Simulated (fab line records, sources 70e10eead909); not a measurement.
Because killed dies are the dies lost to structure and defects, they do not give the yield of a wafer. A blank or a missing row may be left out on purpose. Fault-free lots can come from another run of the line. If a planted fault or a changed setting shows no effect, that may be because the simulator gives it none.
One fault through the eyes of 2 desks / flow nand-harc / numbers are kept per desk, each desk with only its own; the story behind them comes last

== TOOL OWNER'S DESK, rie-diel-03 ==
The tool's own readings at NHARC_A_CONTACT_ETCH_48 (etches the open film in CF4, target depth 39 nm, time 65 s): means of the sampled wafers that have a number, for each lot that ran on this tool. If a lot's mean is further than 4 standard deviations from the usual mean, the lot is out of limits and carries the mark OUT (the distance appears in the brackets).
Columns: A = bias-w at NHARC_A_CONTACT_ETCH_48, usual 99.98 W; B = drypump-motor-current-A at NHARC_A_CONTACT_ETCH_48, usual 5.7 A; C = oes-product-au at NHARC_A_CONTACT_ETCH_48, usual 0.999 a.u.; D = rf-vpp-V at NHARC_A_CONTACT_ETCH_48, usual 151.2 V; E = showerhead-plenum-p-Torr at NHARC_A_CONTACT_ETCH_48, usual 1.77 Torr; F = throttle-valve-pct at NHARC_A_CONTACT_ETCH_48, usual 13.286 %
lot=L671; first seen here=day 21 19:46; A=99.93; B=5.9; C=1.005; D=150.3; E=1.69; F=13.286
lot=L676; first seen here=day 23 03:08; A=99.83; B=5.9; C=1.004; D=150.3; E=1.74; F=13.289
lot=L679; first seen here=day 25 13:10; A=100.00; B=5.9; C=0.996; D=150.8; E=1.69; F=13.291
lot=L682; first seen here=day 26 08:27; A=99.90; B=5.9; C=1.006; D=150.7; E=1.69; F=13.283
lot=L681; first seen here=day 26 09:50; A=100.13; B=5.9; C=1.000; D=150.5; E=1.73; F=13.287
lot=L685; first seen here=day 28 01:08; A=100.08; B=5.9; C=1.007; D=152.4; E=1.78; F=13.287
lot=L687; first seen here=day 28 19:26; A=99.36; B=5.8; C=0.988; D=151.4; E=1.73; F=13.276
lot=L690; first seen here=day 30 05:56; A=99.92; B=5.9; C=0.950 (-4.5) OUT; D=151.3; E=1.78; F=13.286
lot=L691; first seen here=day 30 16:35; A=100.16; B=6.0; C=0.948 (-4.7) OUT; D=152.5; E=1.82; F=13.280
This desk finds L690, L691 out of limits, L690 being first, at day 30 05:56 (oes-product-au at NHARC_A_CONTACT_ETCH_48). In limits: L671, L676, L679, L682, L681, L685, L687.

== METROLOGY DESK ==
What the gauges read for every lot (on any tool): the sampled wafers with a number, averaged. If a lot's mean is further than 4 standard deviations from the usual mean, the lot is out of limits and carries the mark OUT (the distance appears in the brackets).
Columns: A = cd-nm at NHARC_A_CONTACT_CD_MEAS_42, usual 300.4 nm
lot=L671; first seen here=day 21 19:29; A=300.3
lot=L676; first seen here=day 23 02:53; A=300.8
lot=L675; first seen here=day 23 03:11; A=300.7
lot=L677; first seen here=day 24 14:16; A=300.2
lot=L679; first seen here=day 25 12:54; A=300.5
lot=L682; first seen here=day 26 08:11; A=300.0
lot=L681; first seen here=day 26 08:55; A=301.1
lot=L685; first seen here=day 28 00:51; A=300.4
lot=L687; first seen here=day 28 19:09; A=300.1
lot=L690; first seen here=day 30 05:40; A=300.3
lot=L691; first seen here=day 30 16:18; A=300.6
lot=L693; first seen here=day 31 02:47; A=300.6
Finding of this desk: none of the 12 lots has anything out of limits.

== BROUGHT TOGETHER ==
An alarm could have come from the tool owner's desk at day 30 05:56, on L690, L691.
Nothing out of limits was seen by the metrology desk.
The metrology desk holds a record of L690, L691, inside its limits.
On rie-diel-03, each named lot ran NHARC_A_CONTACT_ETCH_48.

== WHAT THE SIMULATOR HAD PUT IN ==
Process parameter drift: rie-diel-03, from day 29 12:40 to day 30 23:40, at NHARC_A_CONTACT_ETCH_48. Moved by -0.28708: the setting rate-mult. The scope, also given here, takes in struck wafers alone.
Shown lots that were struck: L690, L691.
Each desk's first reading out of limits, in hours after the fault started: the tool owner's desk, 17.
